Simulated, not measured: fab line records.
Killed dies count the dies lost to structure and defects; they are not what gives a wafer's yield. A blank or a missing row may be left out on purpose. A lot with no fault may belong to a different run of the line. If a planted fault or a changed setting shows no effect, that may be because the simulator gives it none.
Matching of chambers	flow n5-finfet	N5_BEOL_M5_ETCH_72 on rie-diel-06: 3 sister chambers
The step etches underlayer in N2/H2, target depth 6.5 nm, time 5.2 s. 3 wafers are shown with their chamber, then 5 later ones without.

EACH WAFER AND ITS CHAMBER
wafer	chamber	showerhead-plenum-p-Torr (Torr)
L086.6	1	2.46
L090.3	2	2.71
L092.2	0	2.41

WAFERS MISSING THEIR CHAMBER
wafer	showerhead-plenum-p-Torr (Torr)
L092.3	2.71
L093.1	2.46
L093.5	2.71
L097.2	2.40
L097.5	2.40

WHICH CHAMBER EACH ONE RAN IN
wafer	from the rows above	in truth
L092.3	2	2
L093.1	1	1
L093.5	2	2
L097.2	0	0
L097.5	0	0
5 of 5 placed correctly. Left unplaced by these rows: 0. Placed wrongly: 0.
How it was worked out, from the rows above alone: a wafer's distance from a chamber is the root of the sum, over the readings, of the square of ((its reading less the chamber's mean) divided by the reading's scatter). If the next closest chamber is less than 2 further off than the closest, the wafer can't be placed; otherwise it belongs to the closest. A chamber's mean is the mean of its shown wafers. The scatter: root of mean squared gap, hidden wafer to nearest shown wafer, with one shown wafer a chamber.
